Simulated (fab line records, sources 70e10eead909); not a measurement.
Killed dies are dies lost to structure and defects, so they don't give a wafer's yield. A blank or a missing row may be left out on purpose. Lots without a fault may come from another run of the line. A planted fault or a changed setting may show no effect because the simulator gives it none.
Which tool did it? | flow nand_harc | 15 lots, 43 wafers sampled, at 4 steps of a route of 1159

WHAT THE GAUGES READ, wafer by wafer
The record holds no reading of a measuring or inspecting step that can be judged against a usual standard deviation.

WHICH TOOL RAN EACH LOT (tool, then ch and the chambers of the sampled wafers, then the start)
lot  | NHARC_P_ZERO_WELL_ETCH_62                    | NHARC_P_GATE_HM_DEP_102       | NHARC_P_GATE_ETCH_114              | NHARC_P_GATE_DESCUM_48
L431 | rie_diel-07 ch 2,3, day 4 10:11 or earlier   | acl_dep-02 ch 0, day 4 10:11  | rie_diel-13 ch 0,1,3, day 4 12:00  | rie_diel-13 ch 0,1,3, day 5 01:35
L435 | rie_diel-12 ch 0,2, day 5 13:57 or earlier   | acl_dep-01 ch 0, day 5 13:57  | rie_diel-03 ch 1,2, day 5 15:00    | rie_diel-08 ch 0,2, day 6 03:11
L436 | rie_diel-12 ch 0, day 5 22:37 or earlier     | acl_dep-03 ch 0, day 5 22:37  | rie_diel-03 ch 1, day 6 00:00      | rie_diel-03 ch 0,1, day 6 12:27
L437 | rie_diel-06 ch 0,2,3, day 6 06:53 or earlier | acl_dep-02 ch 0, day 6 06:53  | rie_diel-03 ch 1,2,3, day 6 08:00  | rie_diel-03 ch 1,2,3, day 6 20:10
L443 | rie_diel-06 ch 0,1,3, day 7 18:46 or earlier | acl_dep-03 ch 0, day 7 18:46  | rie_diel-13 ch 1,3, day 7 21:00    | rie_diel-03 ch 1,2,3, day 8 09:31
L444 | rie_diel-07 ch 1,3, day 7 18:47 or earlier   | acl_dep-02 ch 0, day 7 18:47  | rie_diel-13 ch 1,2,3, day 7 21:00  | rie_diel-13 ch 1,2, day 8 09:20
L446 | rie_diel-06 ch 0,1, day 8 09:23 or earlier   | acl_dep-01 ch 0, day 8 09:23  | rie_diel-13 ch 2,3, day 8 11:00    | rie_diel-03 ch 0,1,3, day 9 01:16
L447 | rie_diel-06 ch 0,1, day 8 09:27 or earlier   | acl_dep-03 ch 0, day 8 09:27  | rie_diel-08 ch 1,2,3, day 8 11:00  | rie_diel-03 ch 1,2,3, day 8 22:59
L448 | rie_diel-07 ch 2,3, day 8 22:51 or earlier   | acl_dep-02 ch 0, day 8 22:51  | rie_diel-13 ch 0,1,3, day 9 00:00  | rie_diel-08 ch 0,2,3, day 9 13:47
L449 | rie_diel-07 ch 0,2,3, day 8 22:52 or earlier | acl_dep-03 ch 0, day 8 22:52  | rie_diel-03 ch 1,2,3, day 9 00:00  | rie_diel-03 ch 0,1, day 9 12:09
L450 | rie_diel-12 ch 0,1,3, day 9 08:10 or earlier | acl_dep-01 ch 0, day 9 08:10  | rie_diel-03 ch 0,2,3, day 9 09:00  | rie_diel-13 ch 0,1,2, day 9 21:29
L451 | rie_diel-06 ch 2,3, day 9 14:58 or earlier   | acl_dep-03 ch 0, day 9 14:58  | rie_diel-03 ch 0,1, day 9 16:00    | rie_diel-13 ch 1,2, day 10 04:30
L452 | rie_diel-06 ch 0,3, day 9 23:25 or earlier   | acl_dep-01 ch 0, day 9 23:25  | rie_diel-08 ch 0,1,3, day 10 02:00 | rie_diel-03 ch 0,1,3, day 10 14:05
L453 | rie_diel-07 ch 1,2, day 10 05:40 or earlier  | acl_dep-03 ch 0, day 10 05:40 | rie_diel-13 ch 0,1,2, day 10 07:00 | rie_diel-13 ch 2,3, day 10 19:37
L454 | rie_diel-12 ch 0,1, day 10 05:55 or earlier  | acl_dep-01 ch 0, day 10 05:55 | rie_diel-08 ch 1,2,3, day 10 08:00 | rie_diel-13 ch 0,1,3, day 10 19:48
- NHARC_P_ZERO_WELL_ETCH_62: etches the open film in CHF3/Ar, target depth 13 nm, time 6.5 s.
- NHARC_P_GATE_HM_DEP_102: deposits aC, target thk 120 nm.
- NHARC_P_GATE_ETCH_114: etches the open film in CF4/O2, target depth 30 nm, overetch 3 nm, time 16.5 s.
- NHARC_P_GATE_DESCUM_48: chemistry O2, time 3 s.

WHAT THE TOOLS THEMSELVES READ (means of the sampled wafers that have a number; where no wafer has one, the mark that the record gives instead)
NHARC_P_ZERO_WELL_ETCH_62.
lot  | tool        | drypump_motor_current_A (A) | oes_product_au (a.u.) | rf_vpp_V (V) | showerhead_plenum_p_Torr (Torr) | throttle_valve_pct (%)
L431 | rie_diel-07 | 5.9                         | 0.966                 | 368.3        | 2.26                            | 20.211
L435 | rie_diel-12 | 5.5                         | 0.972                 | 370.5        | 2.36                            | 20.218
L436 | rie_diel-12 | 6.0                         | 0.974                 | 371.0        | 2.41                            | 20.220
L437 | rie_diel-06 | 5.4                         | 0.966                 | 370.3        | 2.35                            | 20.213
L443 | rie_diel-06 | 5.3                         | 0.972                 | 370.6        | 2.34                            | 20.220
L444 | rie_diel-07 | 5.7                         | 0.962                 | 369.2        | 2.31                            | 20.213
L446 | rie_diel-06 | 5.5                         | 0.960                 | 369.1        | 2.28                            | 20.213
L447 | rie_diel-06 | 5.2                         | 0.990                 | 370.4        | 2.33                            | 20.221
L448 | rie_diel-07 | 6.0                         | 0.962                 | 368.5        | 2.25                            | 20.219
L449 | rie_diel-07 | 5.7                         | 0.973                 | 369.5        | 2.32                            | 20.214
L450 | rie_diel-12 | 6.2                         | 0.957                 | 371.1        | 2.39                            | 20.217
L451 | rie_diel-06 | 5.8                         | 0.954                 | 370.1        | 2.30                            | 20.212
L452 | rie_diel-06 | 5.1                         | 0.991                 | 371.9        | 2.40                            | 20.219
L453 | rie_diel-07 | 5.7                         | 0.967                 | 370.5        | 2.30                            | 20.214
L454 | rie_diel-12 | 6.1                         | 0.959                 | 371.9        | 2.42                            | 20.213

NHARC_P_GATE_HM_DEP_102.
lot  | tool       | throttle_valve_pct (%)
L431 | acl_dep-02 | 34.997
L435 | acl_dep-01 | 34.995
L436 | acl_dep-03 | 35.018
L437 | acl_dep-02 | 35.007
L443 | acl_dep-03 | 35.006
L444 | acl_dep-02 | 35.002
L446 | acl_dep-01 | 34.998
L447 | acl_dep-03 | 35.001
L448 | acl_dep-02 | 35.003
L449 | acl_dep-03 | 34.995
L450 | acl_dep-01 | 34.991
L451 | acl_dep-03 | 34.992
L452 | acl_dep-01 | 35.004
L453 | acl_dep-03 | 34.986
L454 | acl_dep-01 | 34.997

NHARC_P_GATE_ETCH_114.
lot  | tool        | drypump_motor_current_A (A) | oes_product_au (a.u.) | rf_vpp_V (V) | showerhead_plenum_p_Torr (Torr) | throttle_valve_pct (%)
L431 | rie_diel-13 | 6.1                         | 0.995                 | 196.4        | 1.28                            | 13.390
L435 | rie_diel-03 | 5.5                         | 0.969                 | 199.1        | 1.39                            | 13.392
L436 | rie_diel-03 | 5.3                         | 0.968                 | 199.7        | 1.43                            | 13.385
L437 | rie_diel-03 | 5.9                         | 0.976                 | 198.6        | 1.35                            | 13.403
L443 | rie_diel-13 | 6.0                         | 0.992                 | 198.1        | 1.35                            | 13.392
L444 | rie_diel-13 | 5.7                         | 0.988                 | 198.4        | 1.36                            | 13.399
L446 | rie_diel-13 | 5.7                         | 0.988                 | 199.9        | 1.40                            | 13.400
L447 | rie_diel-08 | 5.4                         | 0.997                 | 196.8        | 1.26                            | 13.391
L448 | rie_diel-13 | 6.1                         | 0.995                 | 197.7        | 1.34                            | 13.395
L449 | rie_diel-03 | 5.9                         | 1.011                 | 197.7        | 1.35                            | 13.399
L450 | rie_diel-03 | 6.1                         | 1.005                 | 197.3        | 1.31                            | 13.399
L451 | rie_diel-03 | 5.7                         | 1.005                 | 197.5        | 1.34                            | 13.391
L452 | rie_diel-08 | 5.6                         | 1.011                 | 195.1        | 1.26                            | 13.393
L453 | rie_diel-13 | 5.7                         | 0.997                 | 196.9        | 1.30                            | 13.399
L454 | rie_diel-08 | 5.4                         | 1.006                 | 196.4        | 1.26                            | 13.396

NHARC_P_GATE_DESCUM_48.
lot  | tool        | drypump_motor_current_A (A) | oes_product_au (a.u.) | rf_vpp_V (V) | showerhead_plenum_p_Torr (Torr) | throttle_valve_pct (%)
L431 | rie_diel-13 | 6.1                         | 0.992                 | 58.2         | 1.83                            | 11.308
L435 | rie_diel-08 | 5.2                         | 0.987                 | 57.8         | 1.83                            | 11.313
L436 | rie_diel-03 | 5.7                         | 1.007                 | 59.2         | 1.97                            | 11.314
L437 | rie_diel-03 | 5.9                         | 1.008                 | 58.1         | 1.94                            | 11.310
L443 | rie_diel-03 | 5.9                         | 1.002                 | 57.6         | 1.94                            | 11.309
L444 | rie_diel-13 | 5.7                         | 0.996                 | 57.4         | 1.88                            | 11.305
L446 | rie_diel-03 | 5.9                         | 1.000                 | 57.7         | 1.92                            | 11.296
L447 | rie_diel-03 | 5.9                         | 1.009                 | 58.0         | 1.94                            | 11.313
L448 | rie_diel-08 | 5.2                         | 1.007                 | 57.2         | 1.82                            | 11.321
L449 | rie_diel-03 | 5.6                         | 1.000                 | 58.3         | 1.99                            | 11.309
L450 | rie_diel-13 | 5.7                         | 0.992                 | 57.1         | 1.86                            | 11.310
L451 | rie_diel-13 | 5.3                         | 0.989                 | 57.0         | 1.88                            | 11.318
L452 | rie_diel-03 | 5.9                         | 0.999                 | 57.9         | 1.92                            | 11.312
L453 | rie_diel-13 | 5.7                         | 0.995                 | 58.1         | 2.00                            | 11.313
L454 | rie_diel-13 | 6.1                         | 0.994                 | 58.7         | 1.92                            | 11.317

THE ANSWER, worked out from the rows above alone
Rule: what is usual is taken from the lots themselves. Put in order of their means at a reading, lots are off if they are a third of the lots or fewer, leave a main group of 4 or more, and stand apart from it by a gap of 3 or more times the standard deviation of the main group's means; of several such gaps the widest counts. A main group whose means are all the same, to the digits that the tables above print for the reading, isn't used. A lot without any number at a reading at which 4 lots or more have one is off too. The other lots that the step has rows for count as sound. The gauges are gone through in route order, then the tools' own readings, and for those a lot's mean is taken as printed above. The first step at which some lot is off is used, and at that step the reading that is off furthest; a lot without a number counts as furthest.
No lot is off at any reading shown: from this, nothing can be told.

WHAT THE SIMULATOR HAD PUT IN
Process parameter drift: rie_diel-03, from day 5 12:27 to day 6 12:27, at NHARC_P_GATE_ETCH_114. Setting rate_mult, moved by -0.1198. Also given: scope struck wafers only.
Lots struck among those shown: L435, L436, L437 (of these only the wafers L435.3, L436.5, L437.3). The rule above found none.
